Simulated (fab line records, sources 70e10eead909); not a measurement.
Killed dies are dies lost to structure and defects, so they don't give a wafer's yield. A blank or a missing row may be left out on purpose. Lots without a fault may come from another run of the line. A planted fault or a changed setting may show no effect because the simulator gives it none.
fab line records | flow nand_harc
record lots=14 wafers=42 last_day=34
route steps=1302 shown A_BLC@1128 A_M0@1137 END@1302
lots that met no fault: from a run of the same line without faults
start_h: hours from the record's first day to the start of the lot's first wafer shown | wait_h: hours since the lot's step before | " the same as in the row above | L1.1+2: a row that stands for several wafers | - no value, or no start given | * or withheld: withheld | < > ~ a bound
route shown NAME@n: a module of which the file shows steps, and the number in the route of the first | usual: mean/standard deviation of fault-free wafers | same: alike in all rows | chamber/n: place in a boat | sites: the reading at each site | _std_site: their standard deviation | _edge_site: outer sites' mean less inner sites' | radius_mm: how far each site lies from the wafer's centre | mask NAME#n: copy n | behind: the tool/chamber that last shaped the wafer | hold: why the lot was held/for how many hours/how that ended | device: the transistor (n, p or np) that didn't switch | end of line: the same wafers' tests at the end of the route | a step without rows: its recipe alone | killed: dies lost to structure and defects at the first sort, not the wafer's yield | map: a wafer's dies, x killed, . not, _ none there
set.NAME: the setting as run; set.NAME@STEP: as run at that earlier step | model.NAME: the simulator's own value behind a step, which no gauge read
steps of the route over a sample of lots; a table a step, a row a wafer
services: from which hour (start_h, from the record's first day; less than 0 if before it) a tool's chamber was out of use, for how many hours, and why
## steps
# step NHARC_A_BLC_DEGAS_30
# recipe temp_c=300 time_s=60
# usual heater_power_w=466/43
# same time_s=60
# columns lot.wafer tool chamber start_h wait_h heater_power_w
L799.2 pvd_sputter-02 - 527.18 - 502
L799.6 " - " " 414
L799.5 " - " " 400
L801.2 pvd_sputter-02 - 539.89 - 408
L801.6 " - " " 396
L801.5 " - " " 481
L804.1 pvd_sputter-03 - 588.57 - 493
L804.3 " - " " 521
L804.2 " - " " 517
L805.3 pvd_sputter-01 - 601.16 - 517
L805.1 " - " " 471
L805.6 " - " " 455
L809.3 pvd_sputter-01 - 605.93 - 449
L809.4 " - " " 441
L809.2 " - " " 445
L806.2 pvd_sputter-01 - 607.79 - 463
L806.4 " - " " 452
L806.6 " - " " 457
L810.2 pvd_sputter-02 - 612.27 - 416
L810.4 " - " " 491
L810.5 " - " " 511
L813.1 pvd_sputter-03 - 666.73 - 487
L813.2 " - " " 535
L813.5 " - " " 494
L815.3 pvd_sputter-01 - 692.23 - 435
L815.1 " - " " 450
L815.5 " - " " 433
L816.1 pvd_sputter-01 - 709.34 - 459
L816.4 " - " " 444
L816.6 " - " " 452
L818.4 pvd_sputter-03 - 715.32 - 473
L818.3 " - " " 490
L818.6 " - " " 485
L819.4 pvd_sputter-03 - 723.96 - 405
L819.1 " - " " 475
L819.5 " - " " 489
L821.3 pvd_sputter-02 - 745.57 - 416
L821.4 " - " " 507
L821.6 " - " " 404
L820.2 pvd_sputter-01 - 780.86 - 509
L820.3 " - " " 464
L820.6 " - " " 449
# step NHARC_A_BLC_CVD_24
# recipe target_thk_a=1500 temp_c=300 pressure_torr=40 wf6_flow_sccm=40 h2_flow_sccm=1600 ar_flow_sccm=1560 time_s=434 material=W
# usual heater_power_w=469/38 throttle_valve_pct=7.69/0.21
# same time_s=434
# columns lot.wafer tool chamber start_h wait_h heater_power_w since_wet_clean_h throttle_valve_pct
L799.2 cvd_w-01 0 - - 462 149 7.67
L799.5 " 0 " " 456 - 7.66
L799.6 " 1 " " 515 - 7.73
L801.2 cvd_w-01 0 - - 464 161 7.76
L801.5 " 0 " " 468 - 7.54
L801.6 " 1 " " 500 - 7.97
L804.1 cvd_w-02 0 - - 455 126 7.14
L804.2 " 1 " " 419 126 7.70
L804.3 " 0 " " 448 - 7.63
L805.1 cvd_w-01 1 - - 537 42 8.12
L805.3 " 1 " " 526 - 7.99
L805.6 " 1 " " 527 - 7.86
L809.2 cvd_w-02 1 - - 421 143 7.59
L809.4 " 1 " " 429 - 7.67
L809.3 " 0 " " 458 - 7.90
L806.2 cvd_w-01 0 - - 445 48 7.80
L806.4 " 0 " " 443 - 7.64
L806.6 " 0 " " 431 - 7.70
L810.2 cvd_w-01 1 - - 523 53 7.79
L810.4 " 0 " " 446 - 7.42
L810.5 " 0 " " 449 - 7.51
L813.1 cvd_w-01 1 - - 525 107 7.75
L813.2 " 0 " " 444 107 7.79
L813.5 " 1 " " 537 - 7.82
L815.1 cvd_w-01 1 - - 534 133 7.77
L815.3 " 0 " " 455 - 7.48
L815.5 " 0 " " 454 - 7.87
L816.1 cvd_w-01 1 - - 531 150 8.06
L816.4 " 0 " " 453 - 7.28
L816.6 " 1 " " 529 - 7.90
L818.4 cvd_w-01 1 - - 523 - 7.98
L818.3 " 0 " " 456 - 7.77
L818.6 " 0 " " 461 - 7.74
L819.1 cvd_w-01 0 - - 449 165 7.57
L819.4 " 0 " " 465 - 7.63
L819.5 " 1 " " 537 - 7.77
L821.4 cvd_w-01 1 - - 501 - 7.89
L821.3 " 0 " " 431 - 7.48
L821.6 " 0 " " 436 - 7.57
L820.2 cvd_w-01 1 - - 501 40 8.33
L820.3 " 0 " " 440 - 7.54
L820.6 " 0 " " 435 - 7.53
# step NHARC_A_M0_DEP_00
# recipe target_thk_a=1500 target_thk_nm=150 temp_c=withheld pressure_torr=5 flow_sccm=200 rf_w=600 material=SiOC
# usual chamber_pressure_Torr=5.000/0.011 rf_fwd_power_W=598.9/1.9
# columns lot.wafer tool chamber start_h wait_h chamber_pressure_Torr rf_fwd_power_W since_wet_clean_h
L799.2 pecvd-04 2 528.59 0.1 4.995 598.9 66
L799.6 " 0 " " 5.003 603.4 -
L799.5 " 1 " " 4.999 597.9 -
L801.2 pecvd-03 2 541.38 0.1 4.990 595.9 162
L801.5 " 1 " " 5.005 600.9 -
L801.6 " 2 " " 5.000 597.7 -
L804.2 pecvd-03 2 590.01 0.1 4.997 599.9 30
L804.1 " 1 " " 5.001 598.7 30
L804.3 " 1 " " 5.001 599.0 -
L805.3 pecvd-04 2 602.70 0.1 - - -
L805.1 " 0 " " - - -
L805.6 " 1 " " - - -
L809.3 pecvd-04 0 607.39 0.1 - - -
L809.2 " 1 " " - - -
L809.4 " 2 " " - - -
L806.2 pecvd-03 1 609.25 0.1 - - -
L806.6 " 1 " " - - -
L806.4 " 0 " " - - -
L810.2 pecvd-04 0 613.77 0.1 5.016 598.0 151
L810.5 " 2 " " 5.000 598.7 -
L810.4 " 1 " " 5.007 600.7 -
L813.2 pecvd-04 0 668.31 0.1 5.000 598.6 24
L813.1 " 1 " " 5.020 598.7 24
L813.5 " 1 " " 5.000 595.2 -
L815.1 pecvd-04 0 693.67 0.1 5.000 599.7 50
L815.3 " 1 " " 5.004 598.9 50
L815.5 " 0 " " 4.985 600.3 -
L816.1 pecvd-03 0 710.83 0.1 4.990 594.7 151
L816.4 " 0 " " 4.988 601.9 -
L816.6 " 1 " " 4.995 601.4 -
L818.3 pecvd-02 2 716.79 0.1 4.985 599.1 114
L818.4 " 2 " " 4.986 598.8 -
L818.6 " 1 " " 5.002 598.6 -
L819.1 pecvd-02 2 725.44 0.1 4.978 602.5 123
L819.4 " 1 " " 4.986 599.5 -
L819.5 " 0 " " 4.996 598.4 -
L821.3 pecvd-02 1 747.04 0.1 5.003 601.4 145
L821.4 " 2 " " 4.991 598.8 -
L821.6 " 0 " " 5.000 601.3 -
L820.2 pecvd-03 2 782.39 0.1 5.008 600.2 41
L820.3 " 0 " " 5.022 598.8 41
L820.6 " 1 " " 5.004 599.3 -
# step NHARC_A_M0_OVL_MEAS_10
# recipe pitch_nm=160
# usual overlay_x_nm=-0.1/0.78 overlay_y_nm=0.2/0.69
# columns lot.wafer tool chamber start_h wait_h overlay_x_nm overlay_y_nm
L799.2 overlay-01 - 529.51 - -1.0 -0.8
L799.5 " - " " -1.3 -0.6
L799.6 " - " " -0.9 -0.6
L801.2 overlay-01 - 542.27 - -0.2 -0.4
L801.5 " - " " -0.5 0.1
L801.6 " - " " -0.3 0.0
L804.1 overlay-02 - 590.95 - -1.1 -0.6
L804.2 " - " " -1.4 0.1
L804.3 " - " " -0.7 -0.6
L805.1 overlay-02 - 603.58 - 0.4 0.6
L805.3 " - " " 0.3 1.1
L805.6 " - " " -0.3 1.0
L809.2 overlay-01 - 608.19 - -1.5 -0.2
L809.3 " - " " -1.8 -0.5
L809.4 " - " " -1.7 -0.1
L806.2 overlay-02 - 610.17 - -1.0 -0.5
L806.4 " - " " -0.5 -0.7
L806.6 " - " " -0.4 -0.4
L810.2 overlay-01 - 614.64 - 0.6 1.9
L810.4 " - " " 1.4 1.3
L810.5 " - " " 1.0 2.1
L813.1 overlay-01 - 669.06 - 0.4 -0.4
L813.2 " - " " 0.9 -1.2
L813.5 " - " " -0.3 -0.7
L815.1 overlay-02 - 694.47 - 0.7 1.8
L815.3 " - " " 1.0 1.2
L815.5 " - " " 1.0 1.7
L816.1 overlay-02 - 711.57 - 0.1 0.1
L816.4 " - " " 0.1 -0.3
L816.6 " - " " 0.7 -0.6
L818.3 overlay-02 - 717.59 - -0.4 -0.1
L818.4 " - " " -0.7 -0.1
L818.6 " - " " -0.7 -0.2
L819.1 overlay-01 - 726.19 - 0.4 1.3
L819.4 " - " " 0.6 0.2
L819.5 " - " " 0.6 0.9
L821.3 overlay-01 - 747.96 - 0.3 0.7
L821.4 " - " " 0.3 0.7
L821.6 " - " " 0.0 1.2
L820.2 overlay-02 - 783.27 - 1.0 0.4
L820.3 " - " " 1.5 0.5
L820.6 " - " " 1.8 0.4
# step NHARC_END_SORT_01
# recipe temp_c=25
# usual defect_limited_yield=90.8/2.2 killed_at_array=58/15 killed_at_other=0.8/1.2 killed_at_periphery=3.5/2.5 killed_dies=62/15 killed_open=3.2/1.7 killed_short=2.4/1.5
# same gross_dies=677
# columns lot.wafer tool chamber start_h wait_h defect_limited_yield[%] killed_at_array killed_at_other killed_at_periphery killed_dies killed_open killed_short
L805.1 prober-02 0 644.12 2.5 0 667 2 8 677 8 3
L805.3 prober-02 0 645.73 3.1 0 671 1 5 677 4 3
L805.6 prober-02 0 648.15 4.0 0 669 1 7 677 2 2
L809.2 prober-01 0 647.98 2.8 0 667 0 10 677 3 2
L809.3 prober-01 0 648.78 3.1 0 672 0 5 677 5 2
L809.4 prober-01 0 649.58 3.4 0 670 1 6 677 2 1
# killed by level:class
L805.1 A_M0:area_dep=606 A_CHANNEL_HOLE_D2:chamber_film_flake=26 A_CONTACT:chamber_film_flake=8 A_STAIRCASE:chamber_film_flake=6 A_M1:chamber_film_flake=5 A_CHANNEL_HOLE_D1:chamber_film_flake=4 A_SLIT:chamber_film_flake=3 P_GATE:geometric_particle:open=2
L805.3 A_M0:area_dep=604 A_CHANNEL_HOLE_D2:chamber_film_flake=34 A_STAIRCASE:chamber_film_flake=10 A_CHANNEL_HOLE_D1:chamber_film_flake=6 A_CONTACT:chamber_film_flake=5 P_ZERO_WELL:chamber_film_flake=3 P_CONTACT:geometric_particle:short=1 A_DECK1_JOINT:geometric_particle:open=1
L809.2 A_M0:area_dep=620 A_SLIT:chamber_film_flake=35 P_M2:chamber_film_flake=7 A_CONTACT:chamber_film_flake=4 A_CHANNEL_HOLE_D1:chamber_film_flake=2 A_DECK1_JOINT:chamber_film_flake=2 A_STAIRCASE:chamber_film_flake=2 P_STI:geometric_particle:short=1
L805.6 A_M0:area_dep=616 A_CHANNEL_HOLE_D2:chamber_film_flake=29 A_CHANNEL_HOLE_D1:chamber_film_flake=5 A_SLIT:chamber_film_flake=5 A_STAIRCASE:chamber_film_flake=5 P_ZERO_WELL:chamber_film_flake=3 A_CONTACT:chamber_film_flake=3 P_BONDPAD:chamber_film_flake=2
L809.3 A_M0:area_dep=626 A_SLIT:chamber_film_flake=26 A_CHANNEL_HOLE_D1:chamber_film_flake=6 A_STAIRCASE:chamber_film_flake=3 A_CONTACT:chamber_film_flake=3 P_M2:chamber_film_flake=2 P_CONTACT:geometric_particle:short=1 P_M1:geometric_particle:open=1
L809.4 A_M0:area_dep=630 A_SLIT:chamber_film_flake=29 A_CHANNEL_HOLE_D1:chamber_film_flake=5 P_M2:chamber_film_flake=3 P_M0:geometric_particle:open=2 A_CONTACT:chamber_film_flake=2 A_CHANNEL_HOLE_D1:geometric_particle:short=1 P_STI:chamber_film_flake=1
## services
# columns tool chamber start_h hours kind
pvd_sputter-02 - 509.27 2.7 repair
pecvd-03 1 522.78 4.3 repair
pecvd-04 - 525.46 1.0 repair
pvd_sputter-03 - 526.00 10.0 pm
pecvd-04 - 533.62 0.5 repair
cvd_w-01 - 547.00 13.0 pm
pecvd-03 - 547.24 13.0 pm
pvd_sputter-02 - 552.91 0.8 repair
cvd_w-01 1 565.80 1.4 repair
pvd_sputter-01 - 580.46 1.2 repair
pvd_sputter-01 - 584.16 10.0 pm
pecvd-04 - 605.56 0.6 repair
pvd_sputter-03 - 625.27 1.1 repair
pecvd-04 - 631.00 13.0 pm
pvd_sputter-02 - 634.13 6.8 repair
pvd_sputter-03 - 656.35 7.7 repair
pvd_sputter-01 - 667.92 2.1 repair
pvd_sputter-03 - 704.00 10.0 pm
pvd_sputter-01 - 714.06 1.1 repair
cvd_w-01 - 728.00 13.0 pm
pecvd-03 - 728.24 13.0 pm
pvd_sputter-01 - 762.16 10.0 pm
pecvd-04 1 767.20 6.9 repair
cvd_w-01 1 771.32 5.9 repair
## key
first_sign step=NHARC_A_M0_DEP_00 reading=tool_record direction=missing
effect step=NHARC_END_SORT_01 reading=defect_limited_yield direction=down sigmas=42 usual=90.8 struck=0
more_kills_born_at NHARC_A_M0_DEP_00@pecvd-04=3702
met_at NHARC_A_M0_DEP_00
struck_lots L805,L806,L809
later_rows_left_out L805.1,L805.3,L805.6,L806.2,L806.4,L806.6,L809.2,L809.3,L809.4
sort_left_out L806.2,L806.4,L806.6
not_acting_at NHARC_A_BLC_DEGAS_30,NHARC_A_BLC_CVD_24,NHARC_A_M0_OVL_MEAS_10
onset_between 590.01 602.70
fault kind=skipped_step_whole tool=pecvd-03,pecvd-04 chamber=- onset_h=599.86 steps=NHARC_A_M0_DEP_00 scope=struck_lots_only
# sort_left_out: the simulated sort isn't trusted on such a fault, so these wafers' sort isn't shown, and their yield isn't known
# later_rows_left_out: the simulator's readings of these wafers behind a module that went badly wrong aren't trusted and aren't shown, but for the sort
